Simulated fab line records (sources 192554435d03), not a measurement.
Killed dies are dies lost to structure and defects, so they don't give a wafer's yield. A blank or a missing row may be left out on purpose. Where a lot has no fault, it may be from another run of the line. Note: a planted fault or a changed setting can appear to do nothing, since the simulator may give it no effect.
Which tool did it? | flow n5-finfet | Sampling: 11 lots, 27 wafers, 4 of 1938 route steps

== WHAT EACH GAUGE READ, for each wafer ==
N5_BEOL_M5_OVL_MEAS_12.
lot  | measured     | on         | M5_OVL (nm)
L694 | day 7 22:25  | overlay-01 | 1.1 1.0
L693 | day 8 01:13  | overlay-02 | 1.6 0.5
L695 | day 8 13:49  | overlay-02 | -0.1 0.8
L697 | day 9 08:37  | overlay-01 | 2.3 0.4 0.2
L700 | day 9 16:13  | overlay-01 | 0.6 0.0 0.7
L710 | day 12 09:06 | overlay-02 | -1.1 -2.0 -0.1
L711 | day 12 11:17 | overlay-02 | 0.2 0.6 1.1
L712 | day 12 11:59 | overlay-01 | -0.8 -1.3
L713 | day 12 16:28 | overlay-01 | 0.4 -0.3 -0.3
L714 | day 13 11:31 | overlay-01 | -0.7 0.0
L715 | day 13 15:23 | overlay-01 | -0.1 0.3

N5_BEOL_M5_INSPECT_30: inspects for defects (brightfield).
lot  | measured     | on                | raw-defect-count
L694 | day 7 23:34  | defect-inspect-02 | 370 324
L693 | day 8 02:52  | defect-inspect-02 | 639 374
L695 | day 8 15:50  | defect-inspect-02 | 417 372
L697 | day 9 09:35  | defect-inspect-02 | 1717 1743 1762
L700 | day 9 17:14  | defect-inspect-02 | 1812 1931 1808
L710 | day 12 10:23 | defect-inspect-02 | 449 419 417
L711 | day 12 15:16 | defect-inspect-02 | 437 403 435
L712 | day 12 15:22 | defect-inspect-02 | 428 372
L713 | day 12 20:58 | defect-inspect-01 | 331 396 296
L714 | day 13 12:25 | defect-inspect-02 | 429 317
L715 | day 13 16:23 | defect-inspect-01 | 390 381

== WHICH TOOL RAN EACH LOT (tool, then ch and the chambers of the sampled wafers, then the start) ==
lot  | N5_BEOL_M5_ETCH_72                 | N5_BEOL_M5_STRIP_64
L694 | rie-diel-01 ch 2,3, day 7 22:32    | rie-diel-01 ch 2,3, day 7 22:42
L693 | rie-diel-01 ch 1,2, day 8 01:21    | rie-diel-01 ch 1,2, day 8 01:31
L695 | rie-diel-01 ch 0, day 8 13:56      | rie-diel-01 ch 0, day 8 14:06
L697 | rie-diel-01 ch 0,1,3, day 9 08:44  | rie-diel-01 ch 0,1,3, day 9 08:55
L700 | rie-diel-01 ch 0,2,3, day 9 16:20  | rie-diel-01 ch 0,2,3, day 9 16:31
L710 | rie-diel-06 ch 0,2,3, day 12 09:19 | rie-diel-06 ch 0,2,3, day 12 09:29
L711 | rie-diel-01 ch 1,2, day 12 11:33   | rie-diel-01 ch 1,2, day 12 11:43
L712 | rie-diel-06 ch 0,2, day 12 12:06   | rie-diel-06 ch 0,2, day 12 12:17
L713 | rie-diel-01 ch 0,1,2, day 12 16:35 | rie-diel-01 ch 0,1,2, day 12 16:45
L714 | rie-diel-06 ch 1,2, day 13 11:37   | rie-diel-06 ch 1,2, day 13 11:47
L715 | rie-diel-01 ch 1,3, day 13 15:30   | rie-diel-01 ch 1,3, day 13 15:40
- N5_BEOL_M5_ETCH_72: etches underlayer in N2/H2, target depth 6.5 nm, time 5.2 s.
- N5_BEOL_M5_STRIP_64: strips in CF4.

== AS READ BY THE TOOLS THEMSELVES (means over the sampled wafers that have a number; for cases with no such wafer, the mark the record gives instead) ==
N5_BEOL_M5_ETCH_72.
lot  | tool        | drypump-motor-current-A (A) | etch-rf-on-time-s (s) | oes-product-au (a.u.) | rf-vpp-V (V) | showerhead-plenum-p-Torr (Torr) | throttle-valve-pct (%)
L694 | rie-diel-01 | 5.5                         | 5.29                  | 0.60                  | 524.9        | 2.51                            | 18.2
L693 | rie-diel-01 | 5.7                         | 5.22                  | 0.64                  | 525.9        | 2.58                            | 18.1
L695 | rie-diel-01 | 5.3                         | 5.06                  | 0.74                  | 523.5        | 2.57                            | 17.9
L697 | rie-diel-01 | 5.3                         | 5.22                  | 0.65                  | 524.4        | 2.57                            | 18.0
L700 | rie-diel-01 | 5.5                         | 5.17                  | 0.64                  | 523.8        | 2.53                            | 18.1
L710 | rie-diel-06 | 5.1                         | 4.94                  | 0.65                  | 523.3        | 2.53                            | 18.0
L711 | rie-diel-01 | 5.7                         | 5.30                  | 0.61                  | 524.7        | 2.58                            | 18.1
L712 | rie-diel-06 | 5.2                         | 4.88                  | 0.69                  | 526.5        | 2.60                            | 17.9
L713 | rie-diel-01 | 5.5                         | 5.26                  | 0.64                  | 524.1        | 2.56                            | 18.1
L714 | rie-diel-06 | 5.5                         | 5.00                  | 0.65                  | 524.3        | 2.59                            | 18.1
L715 | rie-diel-01 | 5.3                         | 5.28                  | 0.71                  | 524.1        | 2.56                            | 17.9

N5_BEOL_M5_STRIP_64.
lot  | tool        | drypump-motor-current-A (A) | oes-product-au (a.u.) | rf-vpp-V (V) | showerhead-plenum-p-Torr (Torr) | throttle-valve-pct (%)
L694 | rie-diel-01 | 5.5                         | 0.70                  | 270.6        | 1.77                            | 13.92
L693 | rie-diel-01 | 5.7                         | 0.72                  | 272.0        | 1.80                            | 13.77
L695 | rie-diel-01 | 5.3                         | 0.84                  | 271.9        | 1.84                            | 13.77
L697 | rie-diel-01 | 5.3                         | 0.76                  | 271.6        | 1.83                            | 13.81
L700 | rie-diel-01 | 5.4                         | 0.75                  | 271.1        | 1.79                            | 13.90
L710 | rie-diel-06 | 5.1                         | 0.73                  | 271.2        | 1.78                            | 13.72
L711 | rie-diel-01 | 5.6                         | 0.71                  | 272.3        | 1.81                            | 13.81
L712 | rie-diel-06 | 5.2                         | 0.76                  | 272.5        | 1.81                            | 13.44
L713 | rie-diel-01 | 5.6                         | 0.74                  | 271.2        | 1.80                            | 13.84
L714 | rie-diel-06 | 5.5                         | 0.73                  | 271.4        | 1.81                            | 13.69
L715 | rie-diel-01 | 5.3                         | 0.83                  | 270.9        | 1.81                            | 13.63

== THE ANSWER, worked out from the rows above alone ==
Rule: the lots themselves supply what counts as usual. The widest of any qualifying gaps counts: lots, ordered by their means at a reading, are off when they make up no more than a third of the lots, leave a main group of 4 or more, and stand apart from it by 3 or more times the standard deviation of that group's means. Not used: any main group whose means are identical at the precision the tables above print for the reading. A lot without any number at a reading at which 4 lots or more have one is off too. Where the step has rows for the other lots, those lots are counted as sound. First the gauges in route order, then the tools' own readings, where a lot's mean is used as printed above. At the first step where some lot is off, the reading lying furthest off is the one used; lots without a number count as furthest.
Off at N5_BEOL_M5_INSPECT_30 (raw-defect-count): L697, L700. The main group: mean 400, standard deviation 47.
If a tool, at a process step before that reading, ran all the lots that are off and no sound lot after the first of them, it fits. The gauges at N5_BEOL_M5_INSPECT_30 are tried like those tools. Of those tried, none fits.

== WHAT WAS PUT IN BY THE SIMULATOR ==
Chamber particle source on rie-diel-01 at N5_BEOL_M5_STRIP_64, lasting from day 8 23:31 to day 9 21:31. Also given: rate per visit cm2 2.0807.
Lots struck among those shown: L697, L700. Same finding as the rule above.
